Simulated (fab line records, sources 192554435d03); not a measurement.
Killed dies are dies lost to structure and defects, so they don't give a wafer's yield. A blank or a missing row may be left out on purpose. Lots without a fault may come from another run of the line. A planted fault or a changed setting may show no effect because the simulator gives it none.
Chamber matching | flow n5_finfet | N5_BEOL_M9_ETCH_66 on rie_diel-02: 4 sister chambers
The step etches SOC in N2/H2, target depth 80 nm, overetch 16 nm, time 120 s. 8 wafers are shown with their chamber, then 8 later ones without.

WAFERS WITH THEIR CHAMBER
wafer  | chamber | drypump_motor_current_A (A) | throttle_valve_pct (%)
L081.3 | 0       | 5.5                         | 17.88
L087.1 | 1       | 5.4                         | 17.58
L087.2 | 2       | 5.5                         | 17.86
L087.4 | 3       | 5.7                         | 17.96
L091.1 | 2       | 5.5                         | 17.85
L091.4 | 0       | 5.5                         | 17.89
L091.5 | 1       | 5.4                         | 17.59
L096.2 | 3       | 5.6                         | 17.54

WAFERS WITHOUT THEIR CHAMBER
wafer  | drypump_motor_current_A (A) | throttle_valve_pct (%)
L096.3 | 5.4                         | 17.61
L096.4 | 5.5                         | 17.91
L097.1 | 5.5                         | 17.91
L097.4 | 5.4                         | 17.62
L097.6 | 5.5                         | 17.89
L095.2 | 5.5                         | 17.93
L095.4 | 5.5                         | 17.64
L095.5 | 5.6                         | 17.91

WHICH CHAMBER EACH WENT THROUGH
wafer  | from the rows above          | in truth
L096.3 | 1                            | 1
L096.4 | can't be placed: 0 or 2      | 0
L097.1 | can't be placed: 0 or 2      | 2
L097.4 | 1                            | 1
L097.6 | can't be placed: 0 or 2      | 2
L095.2 | can't be placed: 0 or 2      | 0
L095.4 | can't be placed: 2 or 0 or 1 | 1
L095.5 | can't be placed: 3 or 0 or 2 | 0
Placed correctly: 2 of 8. Can't be placed from these rows: 6 (the true chamber is among the candidates in 6). Placed wrongly: 0.
How it was worked out, from the rows above alone: a wafer's distance from a chamber is the root of the sum, over the readings, of the square of ((its reading less the chamber's mean) divided by the reading's scatter). The wafer belongs to the nearest chamber; if the next one is less than 2 further off, it can't be placed. A chamber's mean is the mean of its shown wafers. The scatter: the root of (the sum of the squares of (reading less its chamber's mean) over the shown wafers, divided by (wafers less chambers)).
